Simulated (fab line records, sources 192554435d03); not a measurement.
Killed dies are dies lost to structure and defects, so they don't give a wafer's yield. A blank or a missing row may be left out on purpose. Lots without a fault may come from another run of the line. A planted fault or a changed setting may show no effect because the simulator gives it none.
Which tool did it? | flow n5_finfet | 24 lots, 72 wafers sampled, at 5 steps of a route of 1938

WHAT THE GAUGES READ, wafer by wafer
N5_BEOL_M8_INSPECT_58: inspects for defects (darkfield). Usual: raw_defect_count 68, standard deviation 19.
lot  | measured     | on                | raw_defect_count | flag
L074 | day 9 19:31  | defect_inspect-02 | 74 68 53         |
L077 | day 10 11:42 | defect_inspect-01 | 59 84 110        |
L075 | day 10 15:32 | defect_inspect-01 | 96 104 94        |
L079 | day 10 21:14 | defect_inspect-02 | 50 75 32         |
L078 | day 10 21:43 | defect_inspect-02 | 74 77 61         |
L076 | day 10 21:57 | defect_inspect-02 | 40 26 113        |
L082 | day 12 08:18 | defect_inspect-01 | 49 78 51         |
L081 | day 12 08:14 | defect_inspect-02 | 86 112 53        |
L083 | day 12 12:50 | defect_inspect-02 | 44 52 44         |
L080 | day 12 13:14 | defect_inspect-01 | 72 102 96        |
L084 | day 12 14:49 | defect_inspect-02 | 69 82 73         |
L085 | day 12 19:23 | defect_inspect-02 | 128 67 71        |
L086 | day 13 07:25 | defect_inspect-01 | 44 42 36         |
L090 | day 13 19:19 | defect_inspect-01 | 63 58 86         |
L087 | day 14 09:56 | defect_inspect-01 | 79 65 68         |
L088 | day 14 12:10 | defect_inspect-01 | 65 77 82         |
L089 | day 14 17:20 | defect_inspect-02 | 62 62 42         |
L091 | day 14 19:11 | defect_inspect-02 | 71 46 99         |
L092 | day 15 18:25 | defect_inspect-02 | 44 46 85         |
L094 | day 16 07:34 | defect_inspect-02 | 50 50 43         |
L097 | day 16 14:28 | defect_inspect-02 | 65 53 62         |
L093 | day 16 14:47 | defect_inspect-02 | 49 58 79         |
L096 | day 16 20:19 | defect_inspect-01 | 67 61 61         |
L095 | day 17 00:29 | defect_inspect-02 | 48 65 88         |

N5_BEOL_M9_CD_MEAS_11: target cd 64.1 nm. Usual: cd_nm 64.2 nm, standard deviation 0.54.
lot  | measured     | on        | cd_nm (nm)     | flag
L074 | day 9 21:25  | cd_sem-02 | 64.1 63.9 63.1 |
L077 | day 10 14:16 | cd_sem-03 | 62.8 63.4 63.4 |
L075 | day 10 19:06 | cd_sem-01 | 64.5 65.0 64.1 |
L079 | day 11 01:25 | cd_sem-02 | 64.7 63.8 64.5 |
L078 | day 11 01:38 | cd_sem-01 | 64.2 64.4 63.8 |
L076 | day 11 01:50 | cd_sem-01 | 64.1 64.5 64.0 |
L082 | day 12 10:11 | cd_sem-01 | 64.0 64.6 63.9 |
L081 | day 12 10:01 | cd_sem-02 | 64.4 64.3 63.9 |
L083 | day 12 14:15 | cd_sem-03 | 64.3 64.1 63.6 |
L080 | day 12 14:50 | cd_sem-01 | 64.2 64.6 63.7 |
L084 | day 12 17:51 | cd_sem-02 | 63.5 64.4 64.0 |
L085 | day 12 20:40 | cd_sem-02 | 64.8 63.9 64.2 |
L086 | day 13 10:16 | cd_sem-02 | 63.0 63.6 64.2 |
L090 | day 13 22:10 | cd_sem-01 | 63.5 64.5 63.7 |
L087 | day 14 13:47 | cd_sem-02 | 64.4 63.7 63.9 |
L088 | day 14 14:09 | cd_sem-02 | 65.2 63.3 65.1 |
L089 | day 14 20:00 | cd_sem-03 | 63.4 63.3 64.0 |
L091 | day 14 20:46 | cd_sem-03 | 64.6 65.3 64.5 |
L092 | day 15 21:33 | cd_sem-01 | 64.8 64.2 64.5 |
L094 | day 16 10:11 | cd_sem-03 | 64.5 65.5 64.5 |
L097 | day 16 16:29 | cd_sem-02 | 64.4 64.0 64.4 |
L093 | day 16 17:04 | cd_sem-03 | 64.0 64.1 63.5 |
L096 | day 16 22:31 | cd_sem-02 | 64.9 64.6 63.8 |
L095 | day 17 02:29 | cd_sem-02 | 65.0 64.5 64.1 |

N5_BEOL_M9_INSPECT_58: inspects for defects (darkfield). Usual: raw_defect_count 69, standard deviation 22.
lot  | measured     | on                | raw_defect_count | flag
L074 | day 10 03:10 | defect_inspect-02 | 36 59 39         |
L077 | day 10 20:11 | defect_inspect-01 | 47 88 86         |
L075 | day 11 02:43 | defect_inspect-02 | 55 43 104        |
L079 | day 11 10:15 | defect_inspect-01 | 48 59 75         |
L078 | day 11 10:32 | defect_inspect-01 | 55 77 60         |
L076 | day 11 11:40 | defect_inspect-01 | 59 59 83         |
L082 | day 12 14:23 | defect_inspect-01 | 93 90 87         |
L081 | day 12 14:58 | defect_inspect-02 | 68 54 72         |
L083 | day 12 20:35 | defect_inspect-01 | 67 106 72        |
L080 | day 12 21:22 | defect_inspect-02 | 54 34 48         |
L084 | day 13 00:24 | defect_inspect-01 | 56 68 49         |
L085 | day 13 02:17 | defect_inspect-02 | 70 47 58         |
L086 | day 13 18:53 | defect_inspect-02 | 80 99 83         |
L090 | day 14 03:29 | defect_inspect-02 | 68 54 50         |
L087 | day 14 19:25 | defect_inspect-02 | 65 109 62        |
L088 | day 14 18:23 | defect_inspect-02 | 79 108 105       |
L089 | day 15 00:04 | defect_inspect-01 | 55 42 74         |
L091 | day 15 01:03 | defect_inspect-01 | 103 84 60        |
L092 | day 16 03:30 | defect_inspect-02 | 52 70 84         |
L094 | day 16 16:32 | defect_inspect-01 | 48 50 42         |
L097 | day 16 23:02 | defect_inspect-01 | 125 88 46        |
L093 | day 16 22:38 | defect_inspect-02 | 72 60 31         |
L096 | day 17 03:51 | defect_inspect-01 | 129 58 104       |
L095 | day 17 07:46 | defect_inspect-02 | 85 76 88         |

WHICH TOOL RAN EACH LOT (tool, then ch and the chambers of the sampled wafers, then the start)
lot  | N5_BEOL_M8_ANNEAL_51             | N5_BEOL_M8_DEP_56
L074 | rtp_anneal-01 ch 0, day 9 18:43  | pecvd-03 ch 0,1, day 9 19:26
L077 | rtp_anneal-02 ch 0, day 10 11:00 | pecvd-04 ch 0,2, day 10 11:37
L075 | rtp_anneal-01 ch 0, day 10 14:50 | pecvd-04 ch 0,1,2, day 10 15:26
L079 | rtp_anneal-02 ch 0, day 10 20:30 | pecvd-04 ch 0,1,2, day 10 21:09
L078 | rtp_anneal-02 ch 0, day 10 21:03 | pecvd-04 ch 0,1,2, day 10 21:37
L076 | rtp_anneal-01 ch 0, day 10 21:17 | pecvd-02 ch 0,1,2, day 10 21:51
L082 | rtp_anneal-02 ch 0, day 12 07:33 | pecvd-03 ch 0,1, day 12 08:12
L081 | rtp_anneal-01 ch 0, day 12 07:37 | pecvd-04 ch 0,1,2, day 12 08:09
L083 | rtp_anneal-01 ch 0, day 12 12:05 | pecvd-03 ch 0,1, day 12 12:44
L080 | rtp_anneal-01 ch 0, day 12 12:34 | pecvd-02 ch 0,1,2, day 12 13:08
L084 | rtp_anneal-01 ch 0, day 12 14:12 | pecvd-03 ch 0,1,2, day 12 14:44
L085 | rtp_anneal-01 ch 0, day 12 18:36 | pecvd-03 ch 0,1, day 12 19:16
L086 | rtp_anneal-01 ch 0, day 13 06:43 | pecvd-03 ch 0,1,2, day 13 07:20
L090 | rtp_anneal-01 ch 0, day 13 18:34 | pecvd-03 ch 0,1,2, day 13 19:13
L087 | rtp_anneal-01 ch 0, day 14 09:11 | pecvd-04 ch 1,2, day 14 09:50
L088 | rtp_anneal-01 ch 0, day 14 11:23 | pecvd-04 ch 1,2, day 14 12:03
L089 | rtp_anneal-01 ch 0, day 14 16:37 | pecvd-04 ch 0,1,2, day 14 17:14
L091 | rtp_anneal-02 ch 0, day 14 18:29 | pecvd-04 ch 0,2, day 14 19:06
L092 | rtp_anneal-02 ch 0, day 15 17:40 | pecvd-03 ch 0,1,2, day 15 18:20
L094 | rtp_anneal-02 ch 0, day 16 06:52 | pecvd-02 ch 0,1, day 16 07:28
L097 | rtp_anneal-02 ch 0, day 16 13:46 | pecvd-03 ch 0,1, day 16 14:23
L093 | rtp_anneal-02 ch 0, day 16 14:01 | pecvd-02 ch 1,2, day 16 14:41
L096 | rtp_anneal-02 ch 0, day 16 19:37 | pecvd-03 ch 0,1, day 16 20:13
L095 | rtp_anneal-01 ch 0, day 16 23:48 | pecvd-04 ch 0,2, day 17 00:23
- N5_BEOL_M8_ANNEAL_51: time 90 s.
- N5_BEOL_M8_DEP_56: deposits SiCN from 3MS/NH3, target thk 10 nm, time 17.5 s.

WHAT THE TOOLS THEMSELVES READ (means of the sampled wafers that have a number; where no wafer has one, the mark that the record gives instead)
N5_BEOL_M8_ANNEAL_51. Usual: wafer_temp_C_max 225.9, standard deviation 0.31.
lot  | tool          | wafer_temp_C_max | flag
L074 | rtp_anneal-01 | 225.9            |
L077 | rtp_anneal-02 | 226.2            |
L075 | rtp_anneal-01 | 225.9            |
L079 | rtp_anneal-02 | 226.4            |
L078 | rtp_anneal-02 | 226.2            |
L076 | rtp_anneal-01 | 225.8            |
L082 | rtp_anneal-02 | 226.1            |
L081 | rtp_anneal-01 | 225.7            |
L083 | rtp_anneal-01 | 226.0            |
L080 | rtp_anneal-01 | 225.6            |
L084 | rtp_anneal-01 | 226.0            |
L085 | rtp_anneal-01 | 225.8            |
L086 | rtp_anneal-01 | 225.7            |
L090 | rtp_anneal-01 | 225.6            |
L087 | rtp_anneal-01 | 225.6            |
L088 | rtp_anneal-01 | 225.9            |
L089 | rtp_anneal-01 | 225.4            |
L091 | rtp_anneal-02 | 226.1            |
L092 | rtp_anneal-02 | 225.9            |
L094 | rtp_anneal-02 | 226.1            |
L097 | rtp_anneal-02 | 226.1            |
L093 | rtp_anneal-02 | 226.3            |
L096 | rtp_anneal-02 | 225.9            |
L095 | rtp_anneal-01 | 225.9            |

N5_BEOL_M8_DEP_56. Usual: rf_fwd_power_W 199.4 W, standard deviation 0.88; showerhead_plenum_p_Torr 3.657 Torr, standard deviation 0.014; throttle_valve_pct 9.2 %, standard deviation 0.31.
lot  | tool     | rf_fwd_power_W (W) | showerhead_plenum_p_Torr (Torr) | throttle_valve_pct (%) | flag
L074 | pecvd-03 | 200.0              | 3.654                           | 9.4                    |
L077 | pecvd-04 | 199.2              | 3.651                           | 9.4                    |
L075 | pecvd-04 | 199.1              | 3.653                           | 9.3                    |
L079 | pecvd-04 | 199.3              | 3.648                           | 9.2                    |
L078 | pecvd-04 | 199.5              | 3.649                           | 9.3                    |
L076 | pecvd-02 | 200.3              | 3.659                           | 8.9                    |
L082 | pecvd-03 | 199.3              | 3.661                           | 9.5                    |
L081 | pecvd-04 | 199.2              | 3.649                           | 9.1                    |
L083 | pecvd-03 | 200.0              | 3.661                           | 9.2                    |
L080 | pecvd-02 | 200.4              | 3.660                           | 8.9                    |
L084 | pecvd-03 | 198.5              | 3.667                           | 9.1                    |
L085 | pecvd-03 | 199.7              | 3.662                           | 9.3                    |
L086 | pecvd-03 | 199.2              | 3.670                           | 9.3                    |
L090 | pecvd-03 | 199.0              | 3.660                           | 9.1                    |
L087 | pecvd-04 | 199.7              | 3.657                           | 9.3                    |
L088 | pecvd-04 | 199.5              | 3.660                           | 9.3                    |
L089 | pecvd-04 | 199.2              | 3.647                           | 9.1                    |
L091 | pecvd-04 | 199.7              | 3.648                           | 9.1                    |
L092 | pecvd-03 | 199.8              | 3.670                           | 9.2                    |
L094 | pecvd-02 | 200.6              | 3.655                           | 9.1                    |
L097 | pecvd-03 | 199.3              | 3.659                           | 9.3                    |
L093 | pecvd-02 | 199.8              | 3.663                           | 8.8                    |
L096 | pecvd-03 | 199.2              | 3.659                           | 9.1                    |
L095 | pecvd-04 | 199.2              | 3.639                           | 9.1                    |

THE ANSWER, worked out from the rows above alone
Rule: a lot is off if the mean of its wafers that have a number lies more than 3 standard deviations from the usual mean. A lot without any number at a reading at which 4 lots or more have one is off too. The other lots that the step has rows for count as sound. The gauges are gone through in route order, then the tools' own readings, and for those a lot's mean is taken as printed above. The first step at which some lot is off is used, and at that step the reading that is off furthest; a lot without a number counts as furthest.
No lot is off at any reading shown: from this, nothing can be told.

WHAT THE SIMULATOR HAD PUT IN
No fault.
